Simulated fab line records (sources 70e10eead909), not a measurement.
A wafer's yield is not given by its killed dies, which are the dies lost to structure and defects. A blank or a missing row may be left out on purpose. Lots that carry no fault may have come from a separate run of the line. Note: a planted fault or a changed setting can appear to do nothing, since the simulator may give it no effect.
The tool behind it: which one?    flow nandHarc    route of 1302 steps, sampled at 1 step: 7 lots, 21 wafers

## WHAT THE GAUGES READ, wafer by wafer
NHARC_A_SOURCE_PLATE_INSPECT_08.
lot   measured      on                rawDefectCount
L641  day 7 21:49   defectInspect-01  54 64 136
L643  day 8 19:23   defectInspect-02  65 53 69
L646  day 10 13:58  defectInspect-01  33 69 49
L653  day 12 21:11  defectInspect-02  45 29 33
L656  day 14 16:56  defectInspect-01  98 90 87
L661  day 16 20:20  defectInspect-02  62 164 45
L663  day 17 11:44  defectInspect-02  60 114 62

## TOOL THAT RAN EACH LOT (tool first, then ch and the chambers of the sampled wafers, then the start)
No process step before these readings appears in the record.

## THE ANSWER, worked out from the rows above alone
Rule: usual is defined by the lots themselves. Put in order of their means at a reading, lots are off if they are a third of the lots or fewer, leave a main group of 4 or more, and stand apart from it by a gap of 3 or more times the standard deviation of the main group's means; of several such gaps the widest counts. A main group whose means are all the same, to the digits that the tables above print for the reading, isn't used. A lot without any number at a reading at which 4 lots or more have one is off too. Any other lot the step has rows for is counted as sound.
Across all readings shown, no lot is off: no conclusion can be drawn from this.

## WHAT THE SIMULATOR HAD INSERTED
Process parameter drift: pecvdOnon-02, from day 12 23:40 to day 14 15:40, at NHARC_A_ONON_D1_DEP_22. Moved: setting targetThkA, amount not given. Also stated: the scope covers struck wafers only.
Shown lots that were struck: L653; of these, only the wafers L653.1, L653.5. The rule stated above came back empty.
